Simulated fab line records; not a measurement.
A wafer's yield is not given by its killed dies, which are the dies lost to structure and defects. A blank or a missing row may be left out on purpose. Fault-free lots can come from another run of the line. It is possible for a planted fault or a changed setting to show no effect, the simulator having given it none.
The tool behind it: which one? / flow nand harc / 12 lots, 35 wafers sampled, at 5 steps of a route of 1159

WHAT THE GAUGES SHOWED, per wafer
NHARC_A_SLIT_CD_MEAS_09: the cd target is 300 nm. Usual: cd nm 300.1 nm, standard deviation 0.47.
lot=L166; measured=day 14 14:02; on=cd sem-02; cd nm (nm)=301.0 300.0 300.4; flag=
lot=L170; measured=day 14 18:59; on=cd sem-02; cd nm (nm)=300.5 300.5 300.2; flag=
lot=L167; measured=day 14 19:55; on=cd sem-02; cd nm (nm)=300.0 300.4 300.2; flag=
lot=L172; measured=day 15 22:37; on=cd sem-01; cd nm (nm)=299.7 299.4 299.7; flag=
lot=L174; measured=day 16 11:02; on=cd sem-02; cd nm (nm)=299.9 299.9 300.2; flag=
lot=L176; measured=day 16 23:15; on=cd sem-01; cd nm (nm)=299.8 300.3; flag=
lot=L180; measured=day 17 21:17; on=cd sem-03; cd nm (nm)=300.8 300.0 300.5; flag=
lot=L179; measured=day 18 06:53; on=cd sem-01; cd nm (nm)=300.0 299.8 300.0; flag=
lot=L185; measured=day 18 21:59; on=cd sem-02; cd nm (nm)=299.0 299.5 299.6; flag=
lot=L187; measured=day 18 22:02; on=cd sem-03; cd nm (nm)=300.1 300.3 300.3; flag=
lot=L184; measured=day 18 23:58; on=cd sem-01; cd nm (nm)=299.2 299.2 299.2; flag=
lot=L186; measured=day 19 10:52; on=cd sem-03; cd nm (nm)=300.3 299.9 300.4; flag=

NHARC_END_SORT_01. Usual: killed at array 25, standard deviation 9.8; killed at other 0.8, standard deviation 1.1; killed at periphery 3.3, standard deviation 2.1; killed dies 29, standard deviation 10; killed open 3.3, standard deviation 1.8; killed short 1.9, standard deviation 1.4.
lot=L166; measured=day 20 03:16; on=prober-02; killed at array=19 20 19; killed at other=1 0 0; killed at periphery=2 1 2; killed dies=22 21 21; killed open=1 2 2; killed short=3 1 1; flag=
lot=L170; measured=day 19 23:31; on=prober-01; killed at array=24 29 25; killed at other=1 2 1; killed at periphery=5 2 3; killed dies=30 33 29; killed open=3 1 1; killed short=0 2 1; flag=
lot=L167; measured=day 20 10:17; on=prober-02; killed at array=11 11 7; killed at other=1 2 0; killed at periphery=2 2 1; killed dies=14 15 8; killed open=3 1 3; killed short=2 4 1; flag=
lot=L172; measured=day 21 08:11; on=prober-02; killed at array=22 23 24; killed at other=0 2 1; killed at periphery=1 3 6; killed dies=23 28 31; killed open=1 1 6; killed short=2 2 2; flag=
lot=L174; measured=day 21 22:07; on=prober-01; killed at array=19 26 19; killed at other=0 0 0; killed at periphery=4 6 5; killed dies=23 32 24; killed open=1 4 2; killed short=0 1 2; flag=
lot=L176; measured=day 21 22:04; on=prober-02; killed at array=22 19; killed at other=0 1; killed at periphery=2 2; killed dies=24 22; killed open=5 3; killed short=5 3; flag=
lot=L180; measured=day 23 05:50; on=prober-01; killed at array=31 20 30; killed at other=3 2 3; killed at periphery=3 6 3; killed dies=37 28 36; killed open=2 3 2; killed short=2 4 2; flag=
lot=L179; measured=day 23 14:50; on=prober-02; killed at array=43 41 28; killed at other=1 0 0; killed at periphery=1 3 0; killed dies=45 44 28; killed open=0 4 2; killed short=2 4 2; flag=
lot=L185; measured=day 24 03:57; on=prober-01; killed at array=17 18 16; killed at other=0 1 0; killed at periphery=5 4 6; killed dies=22 23 22; killed open=4 3 6; killed short=0 0 2; flag=
lot=L187; measured=day 24 04:49; on=prober-02; killed at array=29 23 23; killed at other=0 0 2; killed at periphery=6 2 2; killed dies=35 25 27; killed open=4 1 2; killed short=2 3 0; flag=
lot=L184; measured=day 24 14:02; on=prober-02; killed at array=43 42 34; killed at other=1 0 0; killed at periphery=2 3 0; killed dies=46 45 34; killed open=5 5 0; killed short=0 1 0; flag=
lot=L186; measured=day 24 21:03; on=prober-02; killed at array=41 39 35; killed at other=0 0 0; killed at periphery=6 9 6; killed dies=47 48 41; killed open=3 4 3; killed short=2 1 0; flag=

TOOL THAT RAN EACH LOT (tool first, then ch and the chambers of the sampled wafers, then the start)
lot=L166; NHARC_A_SLIT_ETCH_29=rie diel-08 ch 0,1,3, day 14 17:07; NHARC_A_SLIT_STRIP_18=rie diel-08 ch 0,2,3, day 15 09:12 or earlier; NHARC_A_WL_FILL_ETCHBACK_04=rie metal-03 ch 0,1, day 15 09:12
lot=L170; NHARC_A_SLIT_ETCH_29=rie diel-08 ch 2,3, day 14 22:02; NHARC_A_SLIT_STRIP_18=rie diel-08 ch 2,3, day 15 13:14 or earlier; NHARC_A_WL_FILL_ETCHBACK_04=rie metal-02 ch 0,1, day 15 13:14
lot=L167; NHARC_A_SLIT_ETCH_29=rie diel-13 ch 0,1,2, day 14 22:58; NHARC_A_SLIT_STRIP_18=rie diel-13 ch 0,2,3, day 15 13:41 or earlier; NHARC_A_WL_FILL_ETCHBACK_04=rie metal-01 ch 0,1, day 15 13:41
lot=L172; NHARC_A_SLIT_ETCH_29=rie diel-08 ch 1,2,3, day 16 01:39; NHARC_A_SLIT_STRIP_18=rie diel-08 ch 1,2,3, day 17 02:46 or earlier; NHARC_A_WL_FILL_ETCHBACK_04=rie metal-03 ch 0,1, day 17 02:46
lot=L174; NHARC_A_SLIT_ETCH_29=rie diel-08 ch 0,1,2, day 16 14:05; NHARC_A_SLIT_STRIP_18=rie diel-08 ch 0,1,3, day 17 10:45 or earlier; NHARC_A_WL_FILL_ETCHBACK_04=rie metal-03 ch 0,1, day 17 10:45
lot=L176; NHARC_A_SLIT_ETCH_29=rie diel-13 ch 0,3, day 17 03:32; NHARC_A_SLIT_STRIP_18=rie diel-13 ch 1,3, day 17 21:12 or earlier; NHARC_A_WL_FILL_ETCHBACK_04=rie metal-03 ch 0,1, day 17 21:12
lot=L180; NHARC_A_SLIT_ETCH_29=rie diel-08 ch 1,2, day 18 04:11; NHARC_A_SLIT_STRIP_18=rie diel-08 ch 0,2,3, day 18 19:24 or earlier; NHARC_A_WL_FILL_ETCHBACK_04=rie metal-02 ch 0,1, day 18 19:24
lot=L179; NHARC_A_SLIT_ETCH_29=rie diel-08 ch 1,2, day 18 09:56; NHARC_A_SLIT_STRIP_18=rie diel-08 ch 0,1,3, day 18 22:37 or earlier; NHARC_A_WL_FILL_ETCHBACK_04=rie metal-01 ch 0,1, day 18 22:37
lot=L185; NHARC_A_SLIT_ETCH_29=rie diel-12 ch 1,2,3, day 19 01:05; NHARC_A_SLIT_STRIP_18=rie diel-12 ch 0,2,3, day 19 13:34 or earlier; NHARC_A_WL_FILL_ETCHBACK_04=rie metal-02 ch 0,1, day 19 13:34
lot=L187; NHARC_A_SLIT_ETCH_29=rie diel-13 ch 0,2, day 19 02:43; NHARC_A_SLIT_STRIP_18=rie diel-13 ch 0,1,2, day 19 16:22 or earlier; NHARC_A_WL_FILL_ETCHBACK_04=rie metal-02 ch 0,1, day 19 16:22
lot=L184; NHARC_A_SLIT_ETCH_29=rie diel-13 ch 0,1, day 19 04:23; NHARC_A_SLIT_STRIP_18=rie diel-13 ch 2,3, day 20 03:10 or earlier; NHARC_A_WL_FILL_ETCHBACK_04=rie metal-02 ch 0,1, day 20 03:10
lot=L186; NHARC_A_SLIT_ETCH_29=rie diel-13 ch 0,2,3, day 19 15:09; NHARC_A_SLIT_STRIP_18=rie diel-13 ch 0,1,3, day 20 05:56 or earlier; NHARC_A_WL_FILL_ETCHBACK_04=rie metal-02 ch 0,1, day 20 05:56
- NHARC_A_SLIT_ETCH_29: etches the open film in CF4/O2, target depth 100 nm, overetch 10 nm, time 55 s.
- NHARC_A_SLIT_STRIP_18: strips in O2.
- NHARC_A_WL_FILL_ETCHBACK_04: etches the open film in NF3, target depth 60 nm, time 120 s.

WHAT THE TOOLS THEMSELVES READ (means of the sampled wafers that have a number; where no wafer has one, the mark that the record gives instead)
NHARC_A_SLIT_ETCH_29. Usual: drypump motor current A 5.9 A, standard deviation 0.38; oes product au 0.998 a.u., standard deviation 0.0063; rf fwd power W 296.9 W, standard deviation 1.3; rf vpp V 197.5 V, standard deviation 1.4; showerhead plenum p Torr 1.32 Torr, standard deviation 0.049; throttle valve pct 13.396 %, standard deviation 0.01.
lot=L166; tool=rie diel-08; drypump motor current A (A)=5.5; oes product au (a.u.)=0.999; rf fwd power W (W)=296.7; rf vpp V (V)=197.3; showerhead plenum p Torr (Torr)=1.32; throttle valve pct (%)=13.390; flag=
lot=L170; tool=rie diel-08; drypump motor current A (A)=5.7; oes product au (a.u.)=0.999; rf fwd power W (W)=296.3; rf vpp V (V)=198.3; showerhead plenum p Torr (Torr)=1.34; throttle valve pct (%)=13.395; flag=
lot=L167; tool=rie diel-13; drypump motor current A (A)=6.1; oes product au (a.u.)=1.003; rf fwd power W (W)=296.2; rf vpp V (V)=199.4; showerhead plenum p Torr (Torr)=1.36; throttle valve pct (%)=13.408; flag=
lot=L172; tool=rie diel-08; drypump motor current A (A)=5.6; oes product au (a.u.)=0.998; rf fwd power W (W)=297.9; rf vpp V (V)=197.0; showerhead plenum p Torr (Torr)=1.32; throttle valve pct (%)=13.398; flag=
lot=L174; tool=rie diel-08; drypump motor current A (A)=5.6; oes product au (a.u.)=0.995; rf fwd power W (W)=296.9; rf vpp V (V)=197.7; showerhead plenum p Torr (Torr)=1.33; throttle valve pct (%)=13.397; flag=
lot=L176; tool=rie diel-13; drypump motor current A (A)=5.9; oes product au (a.u.)=1.001; rf fwd power W (W)=295.8; rf vpp V (V)=197.6; showerhead plenum p Torr (Torr)=1.34; throttle valve pct (%)=13.404; flag=
lot=L180; tool=rie diel-08; drypump motor current A (A)=5.8; oes product au (a.u.)=0.998; rf fwd power W (W)=298.4; rf vpp V (V)=198.3; showerhead plenum p Torr (Torr)=1.32; throttle valve pct (%)=13.397; flag=
lot=L179; tool=rie diel-08; drypump motor current A (A)=5.5; oes product au (a.u.)=0.997; rf fwd power W (W)=297.0; rf vpp V (V)=196.6; showerhead plenum p Torr (Torr)=1.29; throttle valve pct (%)=13.397; flag=
lot=L185; tool=rie diel-12; drypump motor current A (A)=6.0; oes product au (a.u.)=1.000; rf fwd power W (W)=296.8; rf vpp V (V)=196.8; showerhead plenum p Torr (Torr)=1.28; throttle valve pct (%)=13.386; flag=
lot=L187; tool=rie diel-13; drypump motor current A (A)=6.3; oes product au (a.u.)=1.000; rf fwd power W (W)=296.9; rf vpp V (V)=198.2; showerhead plenum p Torr (Torr)=1.37; throttle valve pct (%)=13.400; flag=
lot=L184; tool=rie diel-13; drypump motor current A (A)=5.9; oes product au (a.u.)=1.001; rf fwd power W (W)=296.2; rf vpp V (V)=198.6; showerhead plenum p Torr (Torr)=1.39; throttle valve pct (%)=13.391; flag=
lot=L186; tool=rie diel-13; drypump motor current A (A)=6.1; oes product au (a.u.)=0.997; rf fwd power W (W)=296.3; rf vpp V (V)=197.7; showerhead plenum p Torr (Torr)=1.34; throttle valve pct (%)=13.396; flag=

NHARC_A_SLIT_STRIP_18. Usual: drypump motor current A 5.9 A, standard deviation 0.36; oes product au 0.998 a.u., standard deviation 0.0072; rf vpp V 57.8 V, standard deviation 0.9; showerhead plenum p Torr 3.49 Torr, standard deviation 0.12; throttle valve pct 17.036 %, standard deviation 0.01.
lot=L166; tool=rie diel-08; drypump motor current A (A)=5.7; oes product au (a.u.)=0.996; rf vpp V (V)=58.1; showerhead plenum p Torr (Torr)=3.56; throttle valve pct (%)=17.037; flag=
lot=L170; tool=rie diel-08; drypump motor current A (A)=5.7; oes product au (a.u.)=0.992; rf vpp V (V)=58.2; showerhead plenum p Torr (Torr)=3.54; throttle valve pct (%)=17.035; flag=
lot=L167; tool=rie diel-13; drypump motor current A (A)=6.1; oes product au (a.u.)=1.009; rf vpp V (V)=57.1; showerhead plenum p Torr (Torr)=3.54; throttle valve pct (%)=17.031; flag=
lot=L172; tool=rie diel-08; drypump motor current A (A)=5.6; oes product au (a.u.)=0.996; rf vpp V (V)=57.8; showerhead plenum p Torr (Torr)=3.48; throttle valve pct (%)=17.020; flag=
lot=L174; tool=rie diel-08; drypump motor current A (A)=5.5; oes product au (a.u.)=1.001; rf vpp V (V)=57.6; showerhead plenum p Torr (Torr)=3.49; throttle valve pct (%)=17.032; flag=
lot=L176; tool=rie diel-13; drypump motor current A (A)=6.0; oes product au (a.u.)=0.992; rf vpp V (V)=57.5; showerhead plenum p Torr (Torr)=3.41; throttle valve pct (%)=17.040; flag=
lot=L180; tool=rie diel-08; drypump motor current A (A)=5.8; oes product au (a.u.)=1.000; rf vpp V (V)=57.2; showerhead plenum p Torr (Torr)=3.55; throttle valve pct (%)=17.041; flag=
lot=L179; tool=rie diel-08; drypump motor current A (A)=5.5; oes product au (a.u.)=1.003; rf vpp V (V)=58.1; showerhead plenum p Torr (Torr)=3.48; throttle valve pct (%)=17.039; flag=
lot=L185; tool=rie diel-12; drypump motor current A (A)=6.3; oes product au (a.u.)=0.992; rf vpp V (V)=57.6; showerhead plenum p Torr (Torr)=3.44; throttle valve pct (%)=17.037; flag=
lot=L187; tool=rie diel-13; drypump motor current A (A)=6.2; oes product au (a.u.)=1.007; rf vpp V (V)=58.5; showerhead plenum p Torr (Torr)=3.59; throttle valve pct (%)=17.039; flag=
lot=L184; tool=rie diel-13; drypump motor current A (A)=6.1; oes product au (a.u.)=0.998; rf vpp V (V)=57.2; showerhead plenum p Torr (Torr)=3.40; throttle valve pct (%)=17.040; flag=
lot=L186; tool=rie diel-13; drypump motor current A (A)=6.0; oes product au (a.u.)=0.993; rf vpp V (V)=58.0; showerhead plenum p Torr (Torr)=3.52; throttle valve pct (%)=17.033; flag=

NHARC_A_WL_FILL_ETCHBACK_04. Usual: drypump motor current A 5.8 A, standard deviation 0.48; he backside leak sccm 3.33 sccm, standard deviation 0.21; oes product au 1.002 a.u., standard deviation 0.007; run length s 141.4 s, standard deviation 0.37.
lot=L166; tool=rie metal-03; drypump motor current A (A)=6.6; he backside leak sccm (sccm)=3.17; oes product au (a.u.)=0.999; run length s (s)=141.5; flag=
lot=L170; tool=rie metal-02; drypump motor current A (A)=5.5; he backside leak sccm (sccm)=3.36; oes product au (a.u.)=1.002; run length s (s)=141.3; flag=
lot=L167; tool=rie metal-01; drypump motor current A (A)=5.8; he backside leak sccm (sccm)=3.53; oes product au (a.u.)=0.999; run length s (s)=141.2; flag=
lot=L172; tool=rie metal-03; drypump motor current A (A)=6.3; he backside leak sccm (sccm)=3.13; oes product au (a.u.)=1.001; run length s (s)=157.6; flag=OFF
lot=L174; tool=rie metal-03; drypump motor current A (A)=6.2; he backside leak sccm (sccm)=3.11; oes product au (a.u.)=1.010; run length s (s)=149.6; flag=OFF
lot=L176; tool=rie metal-03; drypump motor current A (A)=6.4; he backside leak sccm (sccm)=3.10; oes product au (a.u.)=1.000; run length s (s)=153.8; flag=OFF
lot=L180; tool=rie metal-02; drypump motor current A (A)=5.4; he backside leak sccm (sccm)=3.39; oes product au (a.u.)=0.993; run length s (s)=141.6; flag=
lot=L179; tool=rie metal-01; drypump motor current A (A)=5.8; he backside leak sccm (sccm)=3.35; oes product au (a.u.)=1.010; run length s (s)=141.4; flag=
lot=L185; tool=rie metal-02; drypump motor current A (A)=5.4; he backside leak sccm (sccm)=3.47; oes product au (a.u.)=1.001; run length s (s)=141.4; flag=
lot=L187; tool=rie metal-02; drypump motor current A (A)=5.5; he backside leak sccm (sccm)=3.33; oes product au (a.u.)=1.005; run length s (s)=141.3; flag=
lot=L184; tool=rie metal-02; drypump motor current A (A)=5.5; he backside leak sccm (sccm)=3.32; oes product au (a.u.)=0.997; run length s (s)=141.4; flag=
lot=L186; tool=rie metal-02; drypump motor current A (A)=5.5; he backside leak sccm (sccm)=3.32; oes product au (a.u.)=0.993; run length s (s)=141.6; flag=

THE ANSWER, worked out from the rows above alone
Rule: take the mean of a lot's wafers that have a number; if it is more than 3 standard deviations from the usual mean, the lot is off. Also off: a lot with no number at a reading for which 4 or more lots have one. Where the step has rows for the other lots, those lots are counted as sound. After the gauges, taken in route order, come the tools' own readings; for these a lot's mean is taken, as printed above. The first step at which some lot is off is used, and at that step the reading that is off furthest; a lot without a number counts as furthest.
Off, at NHARC_A_WL_FILL_ETCHBACK_04 on run length s: L172, L174, L176.
A tool fits if, at that step or a process step before it, it ran every lot that is off, and no sound lot after the first of them. NHARC_A_SLIT_STRIP_18: start missing for some lots; hours and lot order therefore follow NHARC_A_WL_FILL_ETCHBACK_04. One fits: rie metal-03 at NHARC_A_WL_FILL_ETCHBACK_04. A fault onset in the window from L166 (day 15 09:12, its last sound lot) to L172 (day 17 02:46, its first lot off) fits.
The tool's own readings at NHARC_A_WL_FILL_ETCHBACK_04 bear it out: on the lots that are off they differ by more than 5 times the standard deviation of the sound lots' means. run length s reads 153.7 s there against 141.4 s on the sound lots.

WHAT WAS PUT IN BY THE SIMULATOR
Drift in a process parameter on rie metal-03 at NHARC_A_WL_FILL_ETCHBACK_04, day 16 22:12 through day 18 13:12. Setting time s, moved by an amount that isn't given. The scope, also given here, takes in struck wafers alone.
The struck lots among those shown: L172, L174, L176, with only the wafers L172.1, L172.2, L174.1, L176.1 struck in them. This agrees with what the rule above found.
